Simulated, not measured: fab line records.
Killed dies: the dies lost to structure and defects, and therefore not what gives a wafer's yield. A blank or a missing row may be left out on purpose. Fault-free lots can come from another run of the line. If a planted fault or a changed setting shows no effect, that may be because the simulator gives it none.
What tool caused it? / flow n5_finfet / 8 lots, 24 wafers sampled, at 7 steps of a route of 1938

## WHAT THE GAUGES READ, wafer by wafer
N5_BEOL_M0_SAQP_INSPECT_42: inspects for defects (brightfield). Usual: raw_defect_count 282, standard deviation 72.
lot=L307; measured=day 5 14:22; on=defect_inspect-01; raw_defect_count=286 212 286; flag=
lot=L310; measured=day 6 09:57; on=defect_inspect-01; raw_defect_count=291 274 360; flag=
lot=L316; measured=day 8 00:51; on=defect_inspect-02; raw_defect_count=255 248 266; flag=
lot=L318; measured=day 8 13:46; on=defect_inspect-01; raw_defect_count=441 367 496; flag=
lot=L324; measured=day 9 23:36; on=defect_inspect-02; raw_defect_count=361 260 227; flag=
lot=L326; measured=day 10 07:05; on=defect_inspect-02; raw_defect_count=165 195 731; flag=
lot=L327; measured=day 10 17:05; on=defect_inspect-01; raw_defect_count=365 679 340; flag=
lot=L330; measured=day 11 09:29; on=defect_inspect-02; raw_defect_count=148 164 215; flag=

N5_BEOL_M0_CUTY_INSPECT_59: inspects for defects (macro). Usual: raw_defect_count 1.8, standard deviation 1.2.
lot=L307; measured=day 5 16:22; on=defect_inspect-02; raw_defect_count=0 1 1; flag=
lot=L310; measured=day 6 12:14; on=defect_inspect-01; raw_defect_count=0 2 2; flag=
lot=L316; measured=day 8 02:14; on=defect_inspect-01; raw_defect_count=2 0 3; flag=
lot=L318; measured=day 8 15:04; on=defect_inspect-01; raw_defect_count=1 1 2; flag=
lot=L324; measured=day 10 01:23; on=defect_inspect-02; raw_defect_count=1 1 2; flag=
lot=L326; measured=day 10 08:38; on=defect_inspect-01; raw_defect_count=3 3 >300; flag=
lot=L327; measured=day 10 18:57; on=defect_inspect-02; raw_defect_count=6 >300 2; flag=
lot=L330; measured=day 11 11:15; on=defect_inspect-02; raw_defect_count=2 2 2; flag=

N5_BEOL_M4_RC_MEAS_101. Usual: DIBL_N 35.9 mV/V, standard deviation 1.9; DIBL_P 35.8 mV/V, standard deviation 2.4; IOFF_N 0.15 nA/um, standard deviation 0.031; IOFF_P 0.21 nA/um, standard deviation 0.037; ION_N 672 uA/um, standard deviation 13; ION_P 462 uA/um, standard deviation 8.3; SS_N 71.5 mV/dec, standard deviation 0.72; SS_P 73.2 mV/dec, standard deviation 0.67; VT_N 250 mV, standard deviation 3.4; VT_P -250 mV, standard deviation 3.4.
lot=L307; measured=day 7 22:57; on=prober-02; DIBL_N (mV/V)=37.0 36.5 36.5; DIBL_P (mV/V)=37.6 35.3 36.1; IOFF_N (nA/um)=0.15 0.13 0.13; IOFF_P (nA/um)=0.22 0.18 0.19; ION_N (uA/um)=676 657 660; ION_P (uA/um)=466 450 457; SS_N (mV/dec)=71.2 71.2 71.4; SS_P (mV/dec)=73.8 73.2 72.7; VT_N (mV)=250 253 252; VT_P (mV)=-250 -253 -251; flag=
lot=L310; measured=day 9 05:14; on=prober-02; DIBL_N (mV/V)=35.8 37.4 35.5; DIBL_P (mV/V)=35.0 36.8 34.3; IOFF_N (nA/um)=0.13 0.16 0.13; IOFF_P (nA/um)=0.18 0.22 0.18; ION_N (uA/um)=661 669 669; ION_P (uA/um)=453 462 459; SS_N (mV/dec)=71.1 72.1 71.0; SS_P (mV/dec)=72.7 73.6 73.0; VT_N (mV)=251 252 252; VT_P (mV)=-252 -250 -251; flag=
lot=L316; measured=day 10 04:37; on=prober-02; DIBL_N (mV/V)=37.3 40.0 34.2; DIBL_P (mV/V)=35.6 39.7 33.6; IOFF_N (nA/um)=0.15 0.20 0.11; IOFF_P (nA/um)=0.20 0.27 0.18; ION_N (uA/um)=661 683 652; ION_P (uA/um)=455 464 455; SS_N (mV/dec)=72.2 73.4 71.5; SS_P (mV/dec)=73.8 73.9 72.0; VT_N (mV)=252 248 255; VT_P (mV)=-250 -249 -252; flag=
lot=L318; measured=day 11 04:35; on=prober-02; DIBL_N (mV/V)=37.5 36.8 39.8; DIBL_P (mV/V)=36.0 35.3 39.6; IOFF_N (nA/um)=0.17 0.16 0.23; IOFF_P (nA/um)=0.22 0.21 0.31; ION_N (uA/um)=689 670 699; ION_P (uA/um)=475 464 482; SS_N (mV/dec)=71.7 71.8 72.4; SS_P (mV/dec)=72.8 72.9 73.8; VT_N (mV)=248 248 243; VT_P (mV)=-247 -246 -241; flag=
lot=L324; measured=day 11 21:08; on=prober-02; DIBL_N (mV/V)=39.6 38.2 36.8; DIBL_P (mV/V)=39.5 36.9 36.1; IOFF_N (nA/um)=0.21 0.18 0.16; IOFF_P (nA/um)=0.29 0.24 0.22; ION_N (uA/um)=684 682 674; ION_P (uA/um)=476 469 464; SS_N (mV/dec)=71.4 72.2 71.6; SS_P (mV/dec)=74.8 73.5 73.5; VT_N (mV)=243 247 248; VT_P (mV)=-247 -251 -249; flag=
lot=L326; measured=day 12 12:03; on=prober-01; DIBL_N (mV/V)=36.3 33.1 34.3; DIBL_P (mV/V)=34.0 30.0 32.4; IOFF_N (nA/um)=0.16 0.10 0.12; IOFF_P (nA/um)=0.20 0.14 0.17; ION_N (uA/um)=682 656 669; ION_P (uA/um)=465 453 461; SS_N (mV/dec)=71.4 71.2 70.8; SS_P (mV/dec)=73.8 72.4 72.6; VT_N (mV)=250 254 252; VT_P (mV)=-250 -253 -255; flag=
lot=L327; measured=day 13 07:49; on=prober-01; DIBL_N (mV/V)=37.3 35.4 35.8; DIBL_P (mV/V)=37.4 36.2 35.8; IOFF_N (nA/um)=0.19 0.16 0.17; IOFF_P (nA/um)=0.26 0.23 0.23; ION_N (uA/um)=682 676 688; ION_P (uA/um)=470 472 471; SS_N (mV/dec)=71.5 70.8 70.9; SS_P (mV/dec)=73.0 73.6 72.9; VT_N (mV)=244 247 247; VT_P (mV)=-246 -248 -248; flag=
lot=L330; measured=day 14 01:53; on=prober-02; DIBL_N (mV/V)=34.6 36.8 36.9; DIBL_P (mV/V)=33.6 35.7 35.7; IOFF_N (nA/um)=0.13 0.17 0.16; IOFF_P (nA/um)=0.20 0.23 0.23; ION_N (uA/um)=674 690 682; ION_P (uA/um)=473 475 473; SS_N (mV/dec)=70.6 71.4 71.3; SS_P (mV/dec)=72.7 73.0 72.5; VT_N (mV)=250 249 253; VT_P (mV)=-251 -247 -247; flag=

## EACH LOT AND THE TOOL THAT RAN IT (in order: tool; ch and the chambers of the sampled wafers; start)
lot=L307; N5_BEOL_M0_SAQP_RECESS_104=vapor_etch-01 ch 0,1, day 5 12:16; N5_BEOL_M0_SAQP_STRIP_108=rie_diel-01 ch 1,3, day 5 12:49; N5_BEOL_M0_SAQP_RECESS_109=vapor_etch-02 ch 0,1, day 5 12:52; N5_BEOL_M0_SAQP_SPACER2_ETCHBACK_27=rie_diel-02 ch 0,1,3, day 5 13:39
lot=L310; N5_BEOL_M0_SAQP_RECESS_104=vapor_etch-01 ch 0,1, day 6 07:49; N5_BEOL_M0_SAQP_STRIP_108=rie_diel-03 ch 1,2, day 6 08:30; N5_BEOL_M0_SAQP_RECESS_109=vapor_etch-02 ch 0,1, day 6 08:34; N5_BEOL_M0_SAQP_SPACER2_ETCHBACK_27=rie_diel-02 ch 0,1, day 6 09:21
lot=L316; N5_BEOL_M0_SAQP_RECESS_104=vapor_etch-02 ch 0, day 7 21:50; N5_BEOL_M0_SAQP_STRIP_108=rie_diel-03 ch 1,2,3, day 7 22:23; N5_BEOL_M0_SAQP_RECESS_109=vapor_etch-01 ch 0,1, day 7 22:27; N5_BEOL_M0_SAQP_SPACER2_ETCHBACK_27=rie_diel-03 ch 2,3, day 8 00:16
lot=L318; N5_BEOL_M0_SAQP_RECESS_104=vapor_etch-01 ch 0,1, day 8 11:39; N5_BEOL_M0_SAQP_STRIP_108=rie_diel-03 ch 0,1,3, day 8 12:12; N5_BEOL_M0_SAQP_RECESS_109=vapor_etch-01 ch 0,1, day 8 12:16; N5_BEOL_M0_SAQP_SPACER2_ETCHBACK_27=rie_diel-01 ch 0,2, day 8 13:02
lot=L324; N5_BEOL_M0_SAQP_RECESS_104=vapor_etch-02 ch 0, day 9 21:42; N5_BEOL_M0_SAQP_STRIP_108=rie_diel-03 ch 1,3, day 9 22:15; N5_BEOL_M0_SAQP_RECESS_109=vapor_etch-02 ch 0,1, day 9 22:19; N5_BEOL_M0_SAQP_SPACER2_ETCHBACK_27=rie_diel-02 ch 0,1,3, day 9 23:01
lot=L326; N5_BEOL_M0_SAQP_RECESS_104=vapor_etch-02 ch 0,1, day 10 04:58; N5_BEOL_M0_SAQP_STRIP_108=rie_diel-01 ch 0,2, day 10 05:44; N5_BEOL_M0_SAQP_RECESS_109=vapor_etch-02 ch 0,1, day 10 05:50; N5_BEOL_M0_SAQP_SPACER2_ETCHBACK_27=rie_diel-02 ch 0,1,2, day 10 06:29
lot=L327; N5_BEOL_M0_SAQP_RECESS_104=vapor_etch-01 ch 0,1, day 10 15:05; N5_BEOL_M0_SAQP_STRIP_108=rie_diel-01 ch 2,3, day 10 15:38; N5_BEOL_M0_SAQP_RECESS_109=vapor_etch-02 ch 0,1, day 10 15:41; N5_BEOL_M0_SAQP_SPACER2_ETCHBACK_27=rie_diel-02 ch 1,2, day 10 16:29
lot=L330; N5_BEOL_M0_SAQP_RECESS_104=vapor_etch-02 ch 0,1, day 11 07:23; N5_BEOL_M0_SAQP_STRIP_108=rie_diel-03 ch 1,2,3, day 11 07:53; N5_BEOL_M0_SAQP_RECESS_109=vapor_etch-02 ch 0,1, day 11 08:01; N5_BEOL_M0_SAQP_SPACER2_ETCHBACK_27=rie_diel-03 ch 0,2,3, day 11 08:46
- N5_BEOL_M0_SAQP_RECESS_104: chemistry HF/NH3, target SiO2, target depth 18 nm, afs cycles 3, sublimation time 60 s.
- N5_BEOL_M0_SAQP_STRIP_108: strips in N2/H2.
- N5_BEOL_M0_SAQP_RECESS_109: chemistry HF/NH3, target SiO2, target depth 3 nm, afs cycles 1, sublimation time 60 s.
- N5_BEOL_M0_SAQP_SPACER2_ETCHBACK_27: etches SiO2 in CHF3/O2, target depth 22.5 nm, time 11.25 s.

## AS READ BY THE TOOLS THEMSELVES (means over the sampled wafers that have a number; for cases with no such wafer, the mark the record gives instead)
N5_BEOL_M0_SAQP_RECESS_104. Usual: drypump_motor_current_A 5.6 A, standard deviation 0.66.
lot=L307; tool=vapor_etch-01; drypump_motor_current_A (A)=5.4; flag=
lot=L310; tool=vapor_etch-01; drypump_motor_current_A (A)=5.4; flag=
lot=L316; tool=vapor_etch-02; drypump_motor_current_A (A)=5.1; flag=
lot=L318; tool=vapor_etch-01; drypump_motor_current_A (A)=5.4; flag=
lot=L324; tool=vapor_etch-02; drypump_motor_current_A (A)=5.1; flag=
lot=L326; tool=vapor_etch-02; drypump_motor_current_A (A)=5.7; flag=
lot=L327; tool=vapor_etch-01; drypump_motor_current_A (A)=5.9; flag=
lot=L330; tool=vapor_etch-02; drypump_motor_current_A (A)=5.4; flag=

N5_BEOL_M0_SAQP_STRIP_108. Usual: drypump_motor_current_A 5.6 A, standard deviation 0.5; oes_product_au 0.78 a.u., standard deviation 0.071; power_w 499.8 W, standard deviation 1.4; rf_vpp_V 122.1 V, standard deviation 0.93; showerhead_plenum_p_Torr 3.41 Torr, standard deviation 0.13; throttle_valve_pct 19.02 %, standard deviation 0.27.
lot=L307; tool=rie_diel-01; drypump_motor_current_A (A)=5.4; oes_product_au (a.u.)=0.83; power_w (W)=499.5; rf_vpp_V (V)=122.4; showerhead_plenum_p_Torr (Torr)=3.43; throttle_valve_pct (%)=19.17; flag=
lot=L310; tool=rie_diel-03; drypump_motor_current_A (A)=6.1; oes_product_au (a.u.)=0.76; power_w (W)=499.7; rf_vpp_V (V)=123.0; showerhead_plenum_p_Torr (Torr)=3.46; throttle_valve_pct (%)=18.96; flag=
lot=L316; tool=rie_diel-03; drypump_motor_current_A (A)=5.8; oes_product_au (a.u.)=0.76; power_w (W)=500.8; rf_vpp_V (V)=122.1; showerhead_plenum_p_Torr (Torr)=3.46; throttle_valve_pct (%)=18.98; flag=
lot=L318; tool=rie_diel-03; drypump_motor_current_A (A)=5.5; oes_product_au (a.u.)=0.75; power_w (W)=500.1; rf_vpp_V (V)=122.1; showerhead_plenum_p_Torr (Torr)=3.40; throttle_valve_pct (%)=19.03; flag=
lot=L324; tool=rie_diel-03; drypump_motor_current_A (A)=5.7; oes_product_au (a.u.)=0.75; power_w (W)=500.4; rf_vpp_V (V)=122.6; showerhead_plenum_p_Torr (Torr)=3.46; throttle_valve_pct (%)=19.02; flag=
lot=L326; tool=rie_diel-01; drypump_motor_current_A (A)=5.7; oes_product_au (a.u.)=0.77; power_w (W)=499.8; rf_vpp_V (V)=123.2; showerhead_plenum_p_Torr (Torr)=3.51; throttle_valve_pct (%)=19.10; flag=
lot=L327; tool=rie_diel-01; drypump_motor_current_A (A)=4.9; oes_product_au (a.u.)=0.86; power_w (W)=499.6; rf_vpp_V (V)=122.2; showerhead_plenum_p_Torr (Torr)=3.49; throttle_valve_pct (%)=18.91; flag=
lot=L330; tool=rie_diel-03; drypump_motor_current_A (A)=5.9; oes_product_au (a.u.)=0.74; power_w (W)=498.9; rf_vpp_V (V)=122.0; showerhead_plenum_p_Torr (Torr)=3.44; throttle_valve_pct (%)=19.03; flag=

N5_BEOL_M0_SAQP_RECESS_109. Usual: drypump_motor_current_A 5.6 A, standard deviation 0.62.
lot=L307; tool=vapor_etch-02; drypump_motor_current_A (A)=5.7; flag=
lot=L310; tool=vapor_etch-02; drypump_motor_current_A (A)=5.4; flag=
lot=L316; tool=vapor_etch-01; drypump_motor_current_A (A)=5.9; flag=
lot=L318; tool=vapor_etch-01; drypump_motor_current_A (A)=5.4; flag=
lot=L324; tool=vapor_etch-02; drypump_motor_current_A (A)=5.4; flag=
lot=L326; tool=vapor_etch-02; drypump_motor_current_A (A)=5.4; flag=
lot=L327; tool=vapor_etch-02; drypump_motor_current_A (A)=5.7; flag=
lot=L330; tool=vapor_etch-02; drypump_motor_current_A (A)=5.4; flag=

N5_BEOL_M0_SAQP_SPACER2_ETCHBACK_27. Usual: CHF3_flow_sccm 49.99 sccm, standard deviation 0.18; drypump_motor_current_A 5.5 A, standard deviation 0.5; mfc_ar_sccm 200.1 sccm, standard deviation 0.61; oes_product_au 0.78 a.u., standard deviation 0.073; rf_vpp_V 522 V, standard deviation 11; showerhead_plenum_p_Torr 2.46 Torr, standard deviation 0.085; throttle_valve_pct 19.00 %, standard deviation 0.18.
lot=L307; tool=rie_diel-02; CHF3_flow_sccm (sccm)=50.07; drypump_motor_current_A (A)=5.3; mfc_ar_sccm (sccm)=199.7; oes_product_au (a.u.)=0.78; rf_vpp_V (V)=524; showerhead_plenum_p_Torr (Torr)=2.44; throttle_valve_pct (%)=18.91; flag=
lot=L310; tool=rie_diel-02; CHF3_flow_sccm (sccm)=50.11; drypump_motor_current_A (A)=5.0; mfc_ar_sccm (sccm)=200.0; oes_product_au (a.u.)=0.73; rf_vpp_V (V)=524; showerhead_plenum_p_Torr (Torr)=2.35; throttle_valve_pct (%)=18.83; flag=
lot=L316; tool=rie_diel-03; CHF3_flow_sccm (sccm)=50.11; drypump_motor_current_A (A)=6.0; mfc_ar_sccm (sccm)=200.1; oes_product_au (a.u.)=0.77; rf_vpp_V (V)=537; showerhead_plenum_p_Torr (Torr)=2.52; throttle_valve_pct (%)=18.89; flag=
lot=L318; tool=rie_diel-01; CHF3_flow_sccm (sccm)=50.41; drypump_motor_current_A (A)=5.3; mfc_ar_sccm (sccm)=200.3; oes_product_au (a.u.)=0.86; rf_vpp_V (V)=518; showerhead_plenum_p_Torr (Torr)=2.54; throttle_valve_pct (%)=18.88; flag=
lot=L324; tool=rie_diel-02; CHF3_flow_sccm (sccm)=50.10; drypump_motor_current_A (A)=5.3; mfc_ar_sccm (sccm)=200.4; oes_product_au (a.u.)=0.76; rf_vpp_V (V)=524; showerhead_plenum_p_Torr (Torr)=2.42; throttle_valve_pct (%)=18.94; flag=
lot=L326; tool=rie_diel-02; CHF3_flow_sccm (sccm)=49.87; drypump_motor_current_A (A)=5.4; mfc_ar_sccm (sccm)=200.2; oes_product_au (a.u.)=0.74; rf_vpp_V (V)=522; showerhead_plenum_p_Torr (Torr)=2.32; throttle_valve_pct (%)=19.04; flag=
lot=L327; tool=rie_diel-02; CHF3_flow_sccm (sccm)=49.79; drypump_motor_current_A (A)=5.7; mfc_ar_sccm (sccm)=200.2; oes_product_au (a.u.)=0.74; rf_vpp_V (V)=522; showerhead_plenum_p_Torr (Torr)=2.25; throttle_valve_pct (%)=19.06; flag=
lot=L330; tool=rie_diel-03; CHF3_flow_sccm (sccm)=49.95; drypump_motor_current_A (A)=5.9; mfc_ar_sccm (sccm)=200.0; oes_product_au (a.u.)=0.74; rf_vpp_V (V)=528; showerhead_plenum_p_Torr (Torr)=2.47; throttle_valve_pct (%)=19.00; flag=

## THE ANSWER, worked out from the rows above alone
Rule: a lot counts as off when the mean over its wafers that have a number is more than 3 standard deviations away from the usual mean. A lot without any number at a reading at which 4 lots or more have one is off too. The other lots that the step has rows for count as sound. First the gauges in route order, then the tools' own readings, where a lot's mean is used as printed above. At the first step where some lot is off, the reading lying furthest off is the one used; lots without a number count as furthest.
None of the lots is off at any reading shown; this tells nothing.

## WHAT HAD BEEN PUT IN BY THE SIMULATOR
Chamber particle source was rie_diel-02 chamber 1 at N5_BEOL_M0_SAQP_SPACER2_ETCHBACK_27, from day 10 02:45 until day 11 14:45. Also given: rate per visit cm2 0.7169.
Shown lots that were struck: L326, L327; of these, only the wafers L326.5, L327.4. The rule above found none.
